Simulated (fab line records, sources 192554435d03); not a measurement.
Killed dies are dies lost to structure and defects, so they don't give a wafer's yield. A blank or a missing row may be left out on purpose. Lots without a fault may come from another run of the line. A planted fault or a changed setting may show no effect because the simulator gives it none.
Split-lot experiment | flow n5_finfet | 7 lots, 21 wafers read, on a route of 1938 steps

THE SPLIT
At N5_BEOL_M3_TRENCH_ETCH_37 (etches SiOC in C4F6/O2, target depth 55.555 nm, time 29.2 s), the setting source_w was moved away from the recipe's 355 W on 5 of the 21 wafers read, by +5.5% to +10.6%. The other wafers ran this setting at the recipe's value.

The reading is taken at the split's own step.

THE READING
rf_vpp_V, in V, at N5_BEOL_M3_TRENCH_ETCH_37 (etches SiOC in C4F6/O2, target depth 55.555 nm, time 29.2 s). Fault-free wafers of this fab line usually give 667 V, standard deviation 6.6 V.

wafer  | tool, chamber at the split | source_w as run, W | against the recipe | rf_vpp_V, V | against lot-mates on the recipe
L074.2 | rie_diel-03, 2             | 355                | recipe             | 679         | -
L074.3 | rie_diel-03, 3             | 355                | recipe             | 673         | -
L074.5 | rie_diel-03, 2             | 355                | recipe             | 679         | -
L081.3 | rie_diel-03, 2             | 355                | recipe             | 677         | -
L081.4 | rie_diel-03, 3             | 374.5              | +5.5%              | 654         | -20
L081.5 | rie_diel-03, 3             | 355                | recipe             | 672         | -
L084.1 | rie_diel-03, 3             | 355                | recipe             | 671         | -
L084.4 | rie_diel-03, 2             | 355                | recipe             | 677         | -
L084.6 | rie_diel-03, 1             | 355                | recipe             | 657         | -
L092.1 | rie_diel-03, 1             | 386.5              | +8.9%              | 629         | -42
L092.3 | rie_diel-03, 2             | 386.5              | +8.9%              | 649         | -22
L092.4 | rie_diel-03, 3             | 355                | recipe             | 671         | -
L088.2 | rie_diel-01, 2             | 355                | recipe             | 672         | -
L088.5 | rie_diel-01, 2             | 355                | recipe             | 673         | -
L088.6 | rie_diel-01, 3             | 355                | recipe             | 657         | -
L089.2 | rie_diel-03, 2             | 392.5              | +10.6%             | 643         | -36
L089.5 | rie_diel-03, 3             | 392.5              | +10.6%             | 639         | -40
L089.6 | rie_diel-03, 2             | 355                | recipe             | 679         | -
L093.1 | rie_diel-06, 3             | 355                | recipe             | 669         | -
L093.5 | rie_diel-06, 2             | 355                | recipe             | 658         | -
L093.6 | rie_diel-06, 3             | 355                | recipe             | 668         | -

THE FIT
A straight line over all 21 wafers: rf_vpp_V changes by -3.12 V for each +1% of source_w; r = -0.86; the points scatter about the line by 7.6 V.
The same after taking each lot's own level away (the mean of its wafers on the recipe; 21 wafers): -3.61 V for each +1%; r = -0.93; scatter 6 V.
On that fit, the largest move of source_w shifts the reading by 38 V.
The lots' own levels span 665.0 to 679.0 V, that is 2.1 times the standard deviation above.
So the lot-to-lot level changes the slope: the two fits differ.
Check: with one of the wafers moved furthest among these (+10.6%) left out of the fit, the line predicts -38.9 V for it against its lot-mates. It came out at -36 V against them.
Tool readings at the split's step, against how far the setting was moved: rf_vpp_V r = -0.86.

OTHER SPLITS ON THESE WAFERS
These wafers also went through other splits before the reading. Each is held against what the fit with the lots' levels taken away leaves over:
other split on the same wafers   | wafers away from the commonest value | r with rf_vpp_V (lot level and that fit taken away)
N5_BEOL_M1_COAT_61 spin_rpm      | 7                                    | +0.05
N5_BEOL_M1_COAT_05 spin_rpm      | 10                                   | -0.29
N5_BEOL_M1_CMP_52 down_force_psi | 6                                    | +0.18
N5_BEOL_M2_ILD_DEP_00 time_s     | 10                                   | +0.42
N5_BEOL_M2_EXPOSE_08 dose_mj     | 6                                    | +0.17
N5_BEOL_M2_ETCH_64 bias_w        | 11                                   | +0.06
N5_BEOL_M3_ETCH_70 bias_w        | 9                                    | -0.04

THE FILE'S OWN FIT
rf_vpp_V changes by -3.57 V for each +1% of source_w, r = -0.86.
